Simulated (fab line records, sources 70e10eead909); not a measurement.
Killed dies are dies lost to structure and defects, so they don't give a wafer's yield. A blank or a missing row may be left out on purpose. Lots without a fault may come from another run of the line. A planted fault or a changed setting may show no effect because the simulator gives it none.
fab line records | flow nand_harc
record lots=24 wafers=72 last_day=24
route steps=1159 shown A_STAIRCASE@584
lots that met no fault: from a run of the same line without faults
start_h: hours from the record's first day to the start of the lot's first wafer shown | wait_h: hours since the lot's step before | " the same as in the row above | L1.1+2: a row that stands for several wafers | - no value, or no start given | * or withheld: withheld | < > ~ a bound
route shown NAME@n: a module of which the file shows steps, and the number in the route of the first | usual: mean/standard deviation of fault-free wafers | same: alike in all rows | chamber/n: place in a boat | sites: the reading at each site | _std_site: their standard deviation | _edge_site: outer sites' mean less inner sites' | radius_mm: how far each site lies from the wafer's centre | mask NAME#n: copy n | behind: the tool/chamber that last shaped the wafer | hold: why the lot was held/for how many hours/how that ended | device: the transistor (n, p or np) that didn't switch | end of line: the same wafers' tests at the end of the route | a step without rows: its recipe alone | killed: dies lost to structure and defects at the first sort, not the wafer's yield | map: a wafer's dies, x killed, . not, _ none there
set.NAME: the setting as run; set.NAME@STEP: as run at that earlier step | model.NAME: the simulator's own value behind a step, which no gauge read
steps of the route over a sample of lots; a table a step, a row a wafer
services: from which hour (start_h, from the record's first day; less than 0 if before it) a tool's chamber was out of use, for how many hours, and why
## steps
# step NHARC_A_STAIRCASE_ETCH_190
# recipe target_depth_a=1000 time_s=40.5 ion_energy_ev=400 c4f8_flow_sccm=20 o2_flow_sccm=10 ar_flow_sccm=withheld rf_w=600 bias_w=1000 chemistry=C4F8/O2
# usual oes_product_au=0.935/0.013 rf_vpp_V=899/5
# same time_s=40.5
# columns lot.wafer tool chamber start_h wait_h oes_product_au rf_hours_counter_h rf_vpp_V
L074.2 rie_diel-06 0 - - 0.936 56 899
L074.4 " 0 " " 0.930 - 899
L074.6 " 1 " " 0.940 - 894
L076.2 rie_diel-07 2 - - 0.927 5 907
L076.1 " 3 " " 0.944 5 899
L076.6 " 2 " " 0.927 - 904
L075.1 rie_diel-07 1 - - 0.928 5 896
L075.3 " 2 " " 0.925 5 905
L075.6 " 0 " " 0.930 - 901
L079.1 rie_diel-06 0 - - 0.941 3 899
L079.4 " 3 " " 0.932 3 903
L079.6 " 1 " " 0.924 - 894
L077.2 rie_diel-07 1 - - 0.924 10 897
L077.4 " 3 " " 0.947 11 897
L077.5 " 0 " " 0.930 - 903
L078.1 rie_diel-13 3 - - 0.937 59 889
L078.6 " 2 " " 0.939 - 894
L078.5 " 3 " " 0.934 - 887
L080.4 rie_diel-07 0 - - 0.938 17 902
L080.1 " 1 " " 0.935 15 898
L080.2 " 3 " " 0.950 17 898
L082.4 rie_diel-07 2 - - 0.924 19 905
L082.5 " 1 " " 0.926 - 896
L082.6 " 2 " " 0.917 - 906
L081.2 rie_diel-07 1 - - 0.932 20 897
L081.4 " 2 " " 0.915 20 905
L081.6 " 1 " " 0.928 - 897
L083.2 rie_diel-06 1 - - 0.934 16 893
L083.6 " 3 " " 0.937 - 901
L083.5 " 0 " " 0.958 - 899
L084.3 rie_diel-07 1 - - 0.940 24 897
L084.2 " 3 " " 0.963 25 897
L084.5 " 0 " " 0.956 - 902
L087.1 rie_diel-07 2 - - 0.910 29 906
L087.5 " 2 " " 0.918 - 904
L087.6 " 3 " " 0.939 - 898
L086.2 rie_diel-07 2 - - 0.920 30 905
L086.1 " 3 " " 0.957 30 898
L086.5 " 2 " " 0.913 - 905
L085.2 rie_diel-13 1 - - 0.933 11 896
L085.3 " 3 " " 0.949 12 886
L085.5 " 1 " " 0.942 - 896
L088.1 rie_diel-06 2 - - 0.945 24 901
L088.3 " 3 " " 0.917 27 901
L088.6 " 2 " " 0.936 - 902
L089.2 rie_diel-07 0 - - 0.937 34 902
L089.5 " 1 " " 0.928 - 895
L089.6 " 2 " " 0.918 - 906
L091.2 rie_diel-13 3 - - 0.945 18 886
L091.6 " 0 " " 0.931 - 906
L091.4 " 3 " " 0.949 - 887
L090.4 rie_diel-06 0 - - 0.951 32 899
L090.2 " 1 " " 0.928 30 894
L090.5 " 3 " " 0.954 - 900
L092.2 rie_diel-13 3 - - 0.936 22 887
L092.4 " 0 " " 0.934 22 906
L092.6 " 0 " " 0.933 - 905
L094.2 rie_diel-06 2 - - 0.945 37 901
L094.5 " 1 " " 0.923 - 893
L094.6 " 2 " " 0.940 - 901
L093.2 rie_diel-06 1 - - 0.914 39 892
L093.1 " 2 " " 0.944 37 902
L093.6 " 1 " " 0.914 - 893
L095.1 rie_diel-07 2 - - 0.940 50 904
L095.3 " 1 " " 0.925 48 896
L095.6 " 3 " " 0.959 - 899
L096.1 rie_diel-07 0 - - 0.938 49 902
L096.4 " 2 " " 0.925 53 905
L096.5 " 0 " " 0.938 - 902
L097.3 rie_diel-13 1 - - 0.922 36 895
L097.4 " 2 " " 0.925 22 893
L097.6 " 1 " " 0.917 - 897
# step NHARC_A_STAIRCASE_TRIM_198
# recipe time_s=211.2 o2_flow_sccm=500 ar_flow_sccm=0 bias_w=0 chemistry=O2
# usual drypump_motor_current_A=5.7/0.4 oes_product_au=0.994/0.012 rf_vpp_V=57.9/0.91 showerhead_plenum_p_Torr=3.60/0.14 throttle_valve_pct=17.037/0.009
# same time_s=211.2
# columns lot.wafer tool chamber start_h wait_h drypump_motor_current_A oes_product_au rf_hours_counter_h rf_vpp_V showerhead_plenum_p_Torr throttle_valve_pct
L074.2 rie_diel-06 3 228.90 - 4.8 0.997 54 58.5 3.69 17.029
L074.4 " 1 " " 5.6 0.995 - 56.3 3.45 17.041
L074.6 " 3 " " 4.8 0.993 - 57.8 3.69 17.024
L076.2 rie_diel-06 3 - - 4.8 0.990 0 58.5 3.69 17.034
L076.1 " 0 " " 5.6 0.994 0 57.9 3.61 17.046
L076.6 " 3 " " 4.8 0.989 - 58.4 3.69 17.033
L075.1 rie_diel-07 1 - - 5.9 0.988 6 57.3 3.57 17.054
L075.3 " 0 " " 5.3 0.980 6 58.3 3.72 17.039
L075.6 " 2 " " 6.3 0.989 - 59.3 3.80 17.042
L079.4 rie_diel-07 2 - - 6.3 0.971 11 57.8 3.80 17.039
L079.1 " 3 " " 5.7 1.003 11 56.9 3.60 17.048
L079.6 " 1 " " 5.9 0.977 - 55.9 3.57 17.032
L077.2 rie_diel-13 0 - - 5.9 0.987 60 56.6 3.28 17.030
L077.4 " 2 " " 5.3 0.987 60 57.4 3.48 17.044
L077.5 " 1 " " 6.1 1.003 - 56.8 3.53 17.030
L078.1 rie_diel-07 2 - - 6.3 0.988 12 57.2 3.80 17.033
L078.6 " 0 " " 5.3 0.983 - 58.5 3.71 17.023
L078.5 " 1 " " 5.9 0.982 - 59.0 3.57 17.027
L080.1 rie_diel-07 2 - - 6.3 0.993 16 57.6 3.80 17.037
L080.2 " 0 " " 5.3 1.011 17 57.3 3.71 17.054
L080.4 " 1 " " 5.9 0.993 16 57.0 3.57 17.039
L082.4 rie_diel-06 3 - - 4.8 0.976 11 56.7 3.68 17.038
L082.6 " 0 " " 5.6 1.001 - 56.8 3.60 17.043
L082.5 " 1 " " 5.7 0.986 - 58.1 3.44 17.039
L081.2 rie_diel-06 2 - - 5.5 1.024 11 58.8 3.70 17.048
L081.4 " 3 " " 4.8 0.986 12 58.4 3.68 17.045
L081.6 " 1 " " 5.7 0.993 - 57.9 3.44 17.024
L083.2 rie_diel-06 0 - - 5.7 1.004 16 57.8 3.60 17.040
L083.5 " 2 " " 5.5 1.023 - 59.6 3.70 17.028
L083.6 " 3 " " 4.8 0.987 - 59.0 3.68 17.051
L084.3 rie_diel-07 1 - - 5.9 0.995 24 57.0 3.56 17.051
L084.2 " 3 " " 5.8 1.023 26 56.6 3.59 17.048
L084.5 " 2 " " 6.3 0.987 - 58.4 3.79 17.031
L087.1 rie_diel-13 1 - - 6.1 0.982 9 56.8 3.52 17.031
L087.5 " 1 " " 6.1 0.971 - 57.3 3.52 17.043
L087.6 " 2 " " 5.4 0.994 - 57.3 3.47 17.046
L086.2 rie_diel-07 2 - - 6.3 0.986 30 59.5 3.79 17.040
L086.1 " 3 " " 5.7 1.020 31 57.0 3.59 17.046
L086.5 " 1 " " 5.9 0.988 - 57.0 3.56 17.044
L085.3 rie_diel-13 0 - - 5.9 0.992 11 58.7 3.80 17.042
L085.2 " 1 " " 6.1 0.979 12 59.0 3.52 17.045
L085.5 " 3 " " 5.5 0.995 - 57.6 3.29 17.043
L088.1 rie_diel-06 0 - - 5.6 1.001 29 58.5 3.59 17.026
L088.3 " 1 " " 5.7 0.976 27 59.2 3.43 17.005
L088.6 " 2 " " 5.5 1.001 - 57.3 3.70 17.041
L089.2 rie_diel-07 2 - - 6.3 0.988 35 57.7 3.79 17.034
L089.6 " 2 " " 6.3 0.992 - 58.9 3.79 17.036
L089.5 " 3 " " 5.7 1.019 - 57.3 3.59 17.025
L091.4 rie_diel-07 0 - - 5.3 0.988 35 58.4 3.70 17.032
L091.2 " 2 " " 6.3 0.977 36 58.7 3.79 17.060
L091.6 " 0 " " 5.3 0.999 - 58.3 3.70 17.037
L090.2 rie_diel-06 1 - - 5.7 0.983 30 57.7 3.43 17.050
L090.4 " 2 " " 5.5 1.000 - 60.0 3.69 17.038
L090.5 " 3 " " 4.8 0.994 - 58.3 3.67 17.029
L092.4 rie_diel-13 2 - - 5.3 0.991 12 56.8 3.47 17.040
L092.2 " 0 " " 5.9 0.995 23 57.1 3.79 17.035
L092.6 " 2 " " 5.4 0.986 - 58.0 3.47 17.040
L094.2 rie_diel-13 1 - - 6.2 0.978 31 57.9 3.51 17.045
L094.5 " 3 " " 5.5 1.000 - 57.1 3.28 17.046
L094.6 " 0 " " 5.9 0.983 - 58.5 3.79 17.042
L093.1 rie_diel-06 3 - - 4.8 0.991 41 58.2 3.67 17.051
L093.2 " 1 " " 5.7 0.984 39 58.4 3.43 17.030
L093.6 " 3 " " 4.9 0.992 - 58.1 3.67 17.028
L095.3 rie_diel-07 1 - - 5.8 0.989 48 59.5 3.55 17.024
L095.1 " 3 " " 5.8 1.019 48 57.9 3.58 17.048
L095.6 " 2 " " 6.3 0.992 - 58.9 3.78 17.032
L096.4 rie_diel-07 1 - - 5.9 1.009 51 56.6 3.55 17.037
L096.1 " 3 " " 5.7 1.023 51 58.5 3.58 17.025
L096.5 " 1 " " 5.9 1.009 - 57.5 3.55 17.023
L097.4 rie_diel-13 0 - - 5.9 0.987 36 60.6 3.79 17.030
L097.3 " 1 " " 6.1 0.970 36 56.5 3.51 17.024
L097.6 " 1 " " 6.1 0.978 - 59.3 3.51 17.034
# step NHARC_A_STAIRCASE_TRIM_222
# recipe time_s=211.2 o2_flow_sccm=500 ar_flow_sccm=0 bias_w=0 chemistry=O2
# usual drypump_motor_current_A=5.6/0.37 oes_product_au=0.995/0.012 rf_vpp_V=57.9/0.95 showerhead_plenum_p_Torr=3.58/0.14 throttle_valve_pct=17.036/0.0087
# same time_s=211.2
# columns lot.wafer tool chamber start_h wait_h drypump_motor_current_A oes_product_au rf_hours_counter_h rf_vpp_V showerhead_plenum_p_Torr throttle_valve_pct
L074.4 rie_diel-06 1 - - 5.6 0.994 65 57.0 3.45 17.039
L074.2 " 2 " " 5.5 1.003 56 58.4 3.71 17.037
L074.6 " 3 " " 4.8 1.014 - 58.1 3.69 17.036
L075.1 rie_diel-06 0 - - 5.6 0.992 1 57.8 3.60 17.037
L075.3 " 3 " " 4.8 0.987 1 58.2 3.69 17.027
L075.6 " 0 " " 5.6 0.993 - 57.2 3.60 17.034
L076.2 rie_diel-13 2 - - 5.3 0.980 56 58.2 3.48 17.038
L076.1 " 3 " " 5.5 0.994 54 56.3 3.30 17.040
L076.6 " 3 " " 5.5 1.000 - 56.1 3.30 17.043
L079.4 rie_diel-13 1 - - 6.1 1.000 61 56.8 3.53 17.024
L079.1 " 0 " " 5.8 0.990 61 57.7 3.28 17.041
L079.6 " 2 " " 5.4 0.990 - 57.3 3.48 17.053
L077.2 rie_diel-06 1 - - 5.7 0.993 4 57.6 3.44 17.031
L077.4 " 3 " " 4.8 0.996 4 57.1 3.69 17.043
L077.5 " 0 " " 5.6 1.003 - 58.7 3.60 17.027
L078.1 rie_diel-07 1 - - 5.9 0.977 13 58.4 3.57 17.037
L078.6 " 2 " " 6.3 0.978 - 58.4 3.80 17.050
L078.5 " 3 " " 5.8 1.016 - 58.1 3.60 17.024
L080.4 rie_diel-07 1 - - 5.9 0.988 18 58.0 3.56 17.039
L080.1 " 2 " " 6.3 0.984 18 59.2 3.80 17.034
L080.2 " 3 " " 5.7 1.023 20 59.6 3.60 17.041
L082.4 rie_diel-06 2 - - 5.5 1.012 11 59.5 3.70 17.031
L082.6 " 2 " " 5.5 1.018 - 58.2 3.70 17.042
L082.5 " 3 " " 4.9 0.979 - 57.8 3.68 17.027
L081.2 rie_diel-13 1 - - 6.1 0.983 3 58.6 3.53 17.042
L081.4 " 0 " " 5.9 0.994 - 58.3 3.81 17.032
L081.6 " 1 " " 6.1 0.979 - 58.5 3.53 17.038
L083.2 rie_diel-06 1 - - 5.7 0.987 17 57.1 3.44 17.024
L083.5 " 0 " " 5.7 1.002 - 56.7 3.60 17.045
L083.6 " 1 " " 5.7 0.981 - 56.7 3.44 17.050
L084.2 rie_diel-07 0 - - 5.3 0.991 26 58.9 3.71 17.035
L084.3 " 3 " " 5.8 1.015 27 58.0 3.59 17.057
L084.5 " 1 " " 5.9 0.989 - 58.0 3.56 17.038
L087.1 rie_diel-06 2 - - 5.5 1.014 19 56.6 3.70 17.029
L087.5 " 1 " " 5.6 0.997 - 57.8 3.44 17.042
L087.6 " 2 " " 5.5 1.024 - 57.7 3.70 17.039
L086.1 rie_diel-06 3 - - 4.8 0.979 22 57.9 3.68 17.032
L086.2 " 0 " " 5.7 0.997 24 57.3 3.59 17.026
L086.5 " 0 " " 5.6 1.009 - 56.4 3.59 17.046
L085.2 rie_diel-13 0 - - 5.9 0.988 13 58.7 3.80 17.019
L085.3 " 3 " " 5.5 1.001 13 56.8 3.29 17.033
L085.5 " 1 " " 6.1 0.981 - 58.3 3.52 17.025
L088.3 rie_diel-06 3 - - 4.8 0.992 28 57.9 3.67 17.034
L088.1 " 2 " " 5.5 1.006 26 59.3 3.69 17.038
L088.6 " 3 " " 4.9 0.997 - 57.9 3.67 17.049
L089.2 rie_diel-06 1 - - 5.7 0.991 28 58.1 3.43 17.029
L089.5 " 0 " " 5.6 1.003 - 58.3 3.59 17.041
L089.6 " 1 " " 5.7 0.984 - 57.8 3.43 17.045
L091.2 rie_diel-06 0 - - 5.7 1.002 31 56.4 3.59 17.026
L091.4 " 2 " " 5.5 1.011 28 57.1 3.69 17.053
L091.6 " 1 " " 5.7 0.990 - 57.5 3.43 17.050
L090.4 rie_diel-13 0 - - 5.9 0.997 22 57.5 3.80 17.028
L090.2 " 1 " " 6.1 0.976 23 58.2 3.52 17.036
L090.5 " 0 " " 5.9 0.985 - 58.4 3.80 17.022
L092.2 rie_diel-13 2 - - 5.4 1.006 13 57.1 3.47 17.040
L092.4 " 0 " " 5.9 1.000 24 59.5 3.79 17.034
L092.6 " 3 " " 5.5 0.995 - 57.0 3.28 17.048
L094.2 rie_diel-07 3 - - 5.7 1.023 49 57.3 3.58 17.046
L094.6 " 3 " " 5.8 1.016 - 58.7 3.58 17.039
L094.5 " 0 " " 5.3 0.981 - 58.2 3.69 17.026
L093.1 rie_diel-07 2 - - 6.3 0.989 51 58.8 3.78 17.028
L093.2 " 1 " " 5.9 0.992 49 57.0 3.55 17.047
L093.6 " 3 " " 5.7 1.025 - 57.6 3.58 17.025
L095.1 rie_diel-07 2 - - 6.3 0.987 51 57.8 3.78 17.026
L095.3 " 3 " " 5.8 1.000 49 58.1 3.58 17.040
L095.6 " 1 " " 5.9 0.997 - 58.6 3.55 17.037
L096.4 rie_diel-06 1 - - 5.7 0.981 43 58.4 3.42 17.025
L096.1 " 0 " " 5.7 0.991 45 58.6 3.58 17.042
L096.5 " 2 " " 5.5 1.001 - 57.6 3.69 17.041
L097.4 rie_diel-06 0 - - 5.7 0.994 47 58.2 3.58 17.049
L097.3 " 3 " " 4.9 0.981 46 57.9 3.66 17.041
L097.6 " 1 " " 5.7 0.978 - 58.5 3.42 17.032
# step NHARC_A_STAIRCASE_ETCH_225
# recipe target_depth_a=1000 time_s=40.5 ion_energy_ev=400 c4f8_flow_sccm=20 o2_flow_sccm=10 ar_flow_sccm=withheld rf_w=600 bias_w=1000 chemistry=C4F8/O2
# usual oes_product_au=0.936/0.013 rf_vpp_V=898/5.2
# same time_s=40.5
# columns lot.wafer tool chamber start_h wait_h oes_product_au rf_hours_counter_h rf_vpp_V
L074.2 rie_diel-06 0 - - 0.940 63 898
L074.4 " 1 " " 0.945 65 894
L074.6 " 0 " " 0.923 - 899
L075.3 rie_diel-06 3 - - 0.937 1 903
L075.1 " 0 " " 0.936 1 899
L075.6 " 3 " " 0.925 - 903
L076.1 rie_diel-13 0 - - 0.921 57 889
L076.2 " 1 " " 0.919 57 897
L076.6 " 2 " " 0.909 - 894
L079.1 rie_diel-13 2 - - 0.919 61 895
L079.4 " 3 " " 0.932 58 888
L079.6 " 1 " " 0.935 - 897
L077.2 rie_diel-06 0 - - 0.938 5 898
L077.4 " 2 " " 0.979 3 902
L077.5 " 1 " " 0.920 - 894
L078.1 rie_diel-07 2 - - 0.918 13 906
L078.6 " 3 " " 0.963 - 900
L078.5 " 0 " " 0.942 - 903
L080.2 rie_diel-07 2 - - 0.914 19 906
L080.4 " 3 " " 0.945 20 898
L080.1 " 0 " " 0.931 19 904
L082.4 rie_diel-06 2 - - 0.966 11 902
L082.5 " 0 " " 0.951 - 898
L082.6 " 1 " " 0.925 - 892
L081.2 rie_diel-13 3 - - 0.938 2 887
L081.4 " 0 " " 0.939 - 905
L081.6 " 3 " " 0.932 - 887
L083.2 rie_diel-06 0 - - 0.957 17 898
L083.5 " 3 " " 0.934 - 902
L083.6 " 0 " " 0.945 - 900
L084.3 rie_diel-07 3 - - 0.962 27 897
L084.2 " 1 " " 0.926 25 896
L084.5 " 0 " " 0.931 - 903
L087.1 rie_diel-06 3 - - 0.938 21 901
L087.5 " 2 " " 0.944 - 902
L087.6 " 3 " " 0.940 - 900
L086.1 rie_diel-06 1 - - 0.931 23 893
L086.2 " 0 " " 0.949 24 897
L086.5 " 2 " " 0.964 - 903
L085.2 rie_diel-13 0 - - 0.924 14 905
L085.3 " 1 " " 0.907 14 896
L085.5 " 3 " " 0.939 - 888
L088.1 rie_diel-06 3 - - 0.926 29 901
L088.3 " 1 " " 0.913 28 893
L088.6 " 3 " " 0.919 - 902
L089.2 rie_diel-06 3 - - 0.937 30 901
L089.5 " 1 " " 0.926 - 892
L089.6 " 2 " " 0.947 - 901
L091.2 rie_diel-06 2 - - 0.941 28 903
L091.4 " 3 " " 0.933 30 901
L091.6 " 1 " " 0.944 - 893
L090.4 rie_diel-13 2 - - 0.930 11 893
L090.2 " 3 " " 0.949 23 888
L090.5 " 3 " " 0.937 - 887
L092.4 rie_diel-13 3 - - 0.944 24 886
L092.2 " 0 " " 0.952 24 906
L092.6 " 2 " " 0.933 - 893
L094.2 rie_diel-07 2 - - 0.921 51 905
L094.5 " 2 " " 0.918 - 904
L094.6 " 3 " " 0.960 - 897
L093.1 rie_diel-07 1 - - 0.929 49 896
L093.2 " 2 " " 0.931 51 904
L093.6 " 1 " " 0.932 - 897
L095.1 rie_diel-07 2 - - 0.923 52 906
L095.3 " 3 " " 0.938 50 897
L095.6 " 2 " " 0.925 - 905
L096.1 rie_diel-06 0 - - 0.938 45 900
L096.4 " 2 " " 0.950 42 902
L096.5 " 0 " " 0.941 - 897
L097.3 rie_diel-06 3 - - 0.930 46 900
L097.4 " 1 " " 0.920 46 892
L097.6 " 2 " " 0.943 - 901
# step NHARC_A_STAIRCASE_ETCH_453
# recipe target_depth_a=300 overetch_a=30 time_s=16.5 ion_energy_ev=100 cf4_flow_sccm=80 o2_flow_sccm=20 ar_flow_sccm=0 rf_w=300 bias_w=100 chemistry=CF4/O2
# usual drypump_motor_current_A=5.6/0.38 oes_product_au=0.995/0.012 rf_vpp_V=198.1/1.4 showerhead_plenum_p_Torr=1.36/0.058 throttle_valve_pct=13.397/0.0093
# same time_s=16.5
# columns lot.wafer tool chamber start_h wait_h drypump_motor_current_A oes_product_au rf_hours_counter_h rf_vpp_V showerhead_plenum_p_Torr throttle_valve_pct
L074.4 rie_diel-13 2 - - 5.3 0.983 54 197.1 1.32 13.402
L074.2 " 3 " " 5.5 0.995 52 195.7 1.25 13.410
L074.6 " 1 " " 6.1 1.001 - 197.7 1.34 13.395
L075.1 rie_diel-06 0 - - 5.6 0.995 5 198.1 1.36 13.384
L075.3 " 3 " " 4.8 0.988 5 200.2 1.40 13.417
L075.6 " 1 " " 5.6 0.990 - 197.0 1.30 13.387
L076.2 rie_diel-13 2 - - 5.3 0.980 63 198.2 1.31 13.401
L076.1 " 1 " " 6.1 0.984 63 197.5 1.34 13.407
L076.6 " 3 " " 5.5 0.981 - 195.3 1.24 13.398
L079.4 rie_diel-07 3 - - 5.7 1.025 19 198.7 1.36 13.376
L079.1 " 0 " " 5.3 0.998 19 199.5 1.41 13.390
L079.6 " 1 " " 5.8 0.986 - 199.4 1.35 13.407
L077.4 rie_diel-06 2 - - 5.5 1.014 9 199.9 1.40 13.378
L077.2 " 3 " " 4.8 0.989 11 198.7 1.40 13.399
L077.5 " 2 " " 5.5 1.015 - 199.7 1.40 13.397
L078.1 rie_diel-06 1 - - 5.7 0.985 13 197.0 1.30 13.402
L078.5 " 3 " " 4.8 0.995 - 200.7 1.40 13.405
L078.6 " 0 " " 5.6 1.003 - 199.5 1.36 13.394
L080.1 rie_diel-13 0 - - 5.9 0.996 5 198.1 1.45 13.392
L080.4 " 1 " " 6.1 0.976 6 197.5 1.33 13.396
L080.2 " 2 " " 5.3 0.989 2 199.1 1.31 13.393
L082.4 rie_diel-13 0 - - 5.9 0.988 5 200.7 1.44 13.389
L082.6 " 2 " " 5.3 0.996 - 196.4 1.31 13.403
L082.5 " 3 " " 5.5 0.987 - 196.3 1.24 13.392
L081.2 rie_diel-06 0 - - 5.6 1.008 19 198.5 1.36 13.393
L081.4 " 2 " " 5.5 1.001 - 199.1 1.40 13.404
L081.6 " 3 " " 4.8 0.981 - 199.6 1.40 13.391
L083.2 rie_diel-13 3 - - 5.5 0.990 11 195.2 1.24 13.387
L083.6 " 0 " " 5.9 0.989 - 199.2 1.44 13.404
L083.5 " 1 " " 6.1 0.981 - 197.7 1.33 13.381
L084.2 rie_diel-13 3 - - 5.5 0.987 11 196.0 1.24 13.398
L084.3 " 2 " " 5.3 0.984 8 198.3 1.31 13.396
L084.5 " 3 " " 5.5 1.000 - 195.0 1.24 13.409
L087.1 rie_diel-07 1 - - 5.8 0.985 33 197.0 1.35 13.393
L087.5 " 2 " " 6.3 0.977 - 199.8 1.44 13.404
L087.6 " 3 " " 5.7 1.009 - 197.7 1.36 13.396
L086.2 rie_diel-07 3 - - 5.7 1.022 36 197.9 1.36 13.400
L086.1 " 0 " " 5.3 1.005 34 199.6 1.40 13.395
L086.5 " 2 " " 6.3 0.988 - 200.8 1.44 13.412
L085.2 rie_diel-06 3 - - 4.8 0.986 31 198.5 1.39 13.402
L085.3 " 2 " " 5.5 1.004 28 197.7 1.40 13.389
L085.5 " 0 " " 5.6 1.000 - 198.0 1.36 13.394
L088.3 rie_diel-06 0 - - 5.6 1.011 36 198.7 1.36 13.394
L088.1 " 2 " " 5.5 1.011 33 199.3 1.40 13.398
L088.6 " 3 " " 4.8 1.006 - 199.2 1.39 13.397
L089.2 rie_diel-06 3 - - 4.8 1.004 35 198.8 1.39 13.400
L089.5 " 1 " " 5.6 0.990 - 198.7 1.30 13.397
L089.6 " 2 " " 5.5 1.012 - 199.8 1.40 13.383
L091.4 rie_diel-06 1 - - 5.7 0.983 36 197.1 1.30 13.393
L091.2 " 2 " " 5.5 1.007 34 198.5 1.40 13.397
L091.6 " 2 " " 5.5 1.005 - 198.3 1.40 13.393
L090.2 rie_diel-13 0 - - 5.9 1.001 29 199.3 1.44 13.399
L090.4 " 3 " " 5.5 1.002 27 196.9 1.24 13.409
L090.5 " 0 " " 5.9 1.000 - 201.0 1.44 13.406
L092.2 rie_diel-13 2 - - 5.3 1.003 17 198.4 1.31 13.393
L092.4 " 0 " " 5.9 0.989 29 199.1 1.44 13.390
L092.6 " 1 " " 6.1 0.965 - 197.5 1.33 13.409
L094.2 rie_diel-07 1 - - 5.9 0.995 54 198.0 1.34 13.394
L094.5 " 1 " " 5.9 0.997 - 197.9 1.34 13.390
L094.6 " 2 " " 6.3 0.981 - 199.8 1.43 13.410
L095.1 rie_diel-07 2 - - 6.3 0.997 56 199.9 1.43 13.385
L095.3 " 3 " " 5.7 1.031 55 197.7 1.35 13.402
L095.6 " 0 " " 5.3 1.003 - 198.7 1.40 13.416
L093.2 rie_diel-13 1 - - 6.1 0.981 40 195.9 1.33 13.415
L093.1 " 2 " " 5.3 0.992 26 195.6 1.31 13.385
L093.6 " 0 " " 5.9 0.996 - 200.1 1.44 13.398
L096.4 rie_diel-06 0 - - 5.6 0.989 51 198.5 1.35 13.408
L096.1 " 2 " " 5.5 1.001 47 198.8 1.40 13.405
L096.5 " 0 " " 5.6 0.995 - 197.1 1.35 13.396
L097.4 rie_diel-07 2 - - 6.3 0.987 60 198.1 1.43 13.386
L097.3 " 3 " " 5.7 1.017 58 198.6 1.35 13.396
L097.6 " 0 " " 5.3 0.981 - 200.0 1.40 13.386
# step NHARC_A_STAIRCASE_ETCHBACK_416
# recipe target_depth_a=360 time_s=7.2 c4f8_flow_sccm=withheld o2_flow_sccm=8 ar_flow_sccm=withheld rf_w=600 bias_w=800 chemistry=C4F8/O2/Ar
# usual oes_product_au=0.930/0.026 rf_vpp_V=725/3.8
# same time_s=7.2
# columns lot.wafer tool chamber start_h wait_h oes_product_au rf_hours_counter_h rf_vpp_V
L074.2 rie_diel-06 0 - - 0.988 1 725
L074.6 " 1 " " 0.972 - 721
L074.4 " 3 " " 0.984 - 728
L075.1 rie_diel-06 2 - - 0.938 4 729
L075.3 " 3 " " 0.910 6 728
L075.6 " 2 " " 0.943 - 729
L076.1 rie_diel-07 2 - - 0.904 15 731
L076.2 " 0 " " 0.917 16 728
L076.6 " 3 " " 0.936 - 724
L079.4 rie_diel-06 0 - - 0.931 12 725
L079.1 " 1 " " 0.918 13 720
L079.6 " 1 " " 0.908 - 720
L077.2 rie_diel-06 2 - - 0.938 11 729
L077.4 " 3 " " 0.908 12 728
L077.5 " 3 " " 0.910 - 728
L078.1 rie_diel-06 1 - - 0.909 14 721
L078.5 " 1 " " 0.909 - 719
L078.6 " 2 " " 0.923 - 728
L080.2 rie_diel-06 3 - - 0.902 17 728
L080.1 " 0 " " 0.941 18 726
L080.4 " 3 " " 0.914 - 727
L082.4 rie_diel-07 1 - - 0.993 27 724
L082.6 " 2 " " 0.977 - 730
L082.5 " 3 " " 1.012 - 724
L081.2 rie_diel-07 2 314.77 1.6 0.906 30 731
L081.4 " 0 " " 0.919 29 727
L081.6 " 3 " " 0.940 - 725
L083.2 rie_diel-07 3 - - 0.940 31 725
L083.5 " 2 " " 0.906 - 731
L083.6 " 3 " " 0.938 - 727
L084.2 rie_diel-07 2 - - 0.904 31 730
L084.3 " 0 " " 0.911 31 728
L084.5 " 1 " " 0.911 - 724
L087.1 rie_diel-07 1 - - 0.900 34 724
L087.5 " 0 " " 0.932 - 728
L087.6 " 1 " " 0.919 - 724
L086.2 rie_diel-06 1 - - 0.915 29 719
L086.1 " 3 " " 0.927 30 727
L086.5 " 0 " " 0.939 - 726
L085.3 rie_diel-13 0 - - 0.917 22 731
L085.2 " 3 " " 0.917 22 717
L085.5 " 1 " " 0.919 - 723
L088.3 rie_diel-07 3 - - 0.938 43 726
L088.1 " 0 " " 0.920 42 729
L088.6 " 3 " " 0.944 - 725
L089.2 rie_diel-06 1 - - 0.900 36 719
L089.6 " 3 " " 0.920 - 727
L089.5 " 0 " " 0.925 - 724
L091.4 rie_diel-06 1 - - 0.911 36 719
L091.2 " 3 " " 0.930 36 726
L091.6 " 0 " " 0.933 - 724
L090.4 rie_diel-07 2 - - 0.926 49 731
L090.2 " 0 " " 0.922 46 728
L090.5 " 2 " " 0.923 - 730
L092.2 rie_diel-13 2 - - 0.917 19 721
L092.4 " 0 " " 0.910 31 730
L092.6 " 3 " " 0.920 - 716
L094.2 rie_diel-07 2 - - 0.912 56 731
L094.5 " 3 " " 0.937 - 725
L094.6 " 0 " " 0.927 - 727
L095.3 rie_diel-06 3 - - 0.921 49 727
L095.1 " 0 " " 0.920 51 724
L095.6 " 2 " " 0.932 - 726
L093.2 rie_diel-13 2 - - 0.914 28 721
L093.1 " 3 " " 0.924 40 717
L093.6 " 0 " " 0.923 - 729
L096.4 rie_diel-13 3 - - 0.999 42 716
L096.1 " 0 " " 0.987 44 731
L096.5 " 2 " " 0.999 - 721
L097.4 rie_diel-06 0 - - 0.916 55 723
L097.3 " 3 " " 0.912 52 727
L097.6 " 0 " " 0.919 - 727
## services
# columns tool chamber start_h hours kind
rie_diel-13 3 218.18 5.8 repair
rie_diel-06 0 220.29 - clean
rie_diel-06 1 220.29 - clean
rie_diel-06 2 220.29 - clean
rie_diel-06 3 220.29 - clean
rie_diel-07 3 222.34 4.9 repair
rie_diel-06 2 225.22 6.5 repair
rie_diel-07 - 228.74 9.0 pm
rie_diel-06 2 239.20 17.2 repair
rie_diel-06 - 241.58 9.0 pm
rie_diel-06 0 241.58 9.0 vent_cycle
rie_diel-06 1 241.58 9.0 vent_cycle
rie_diel-06 3 241.58 9.0 vent_cycle
rie_diel-06 0 250.58 - clean
rie_diel-06 0 250.58 - consumable_replace:focus_ring
rie_diel-06 1 250.58 - clean
rie_diel-13 - 276.13 9.0 pm
rie_diel-13 2 286.64 8.8 repair
rie_diel-06 1 303.21 7.4 repair
rie_diel-07 1 304.31 1.4 repair
rie_diel-06 - 323.32 2.1 repair
rie_diel-07 - 325.65 0.8 repair
rie_diel-06 0 338.06 2.3 repair
rie_diel-13 1 399.79 10.7 repair
## key
fault none
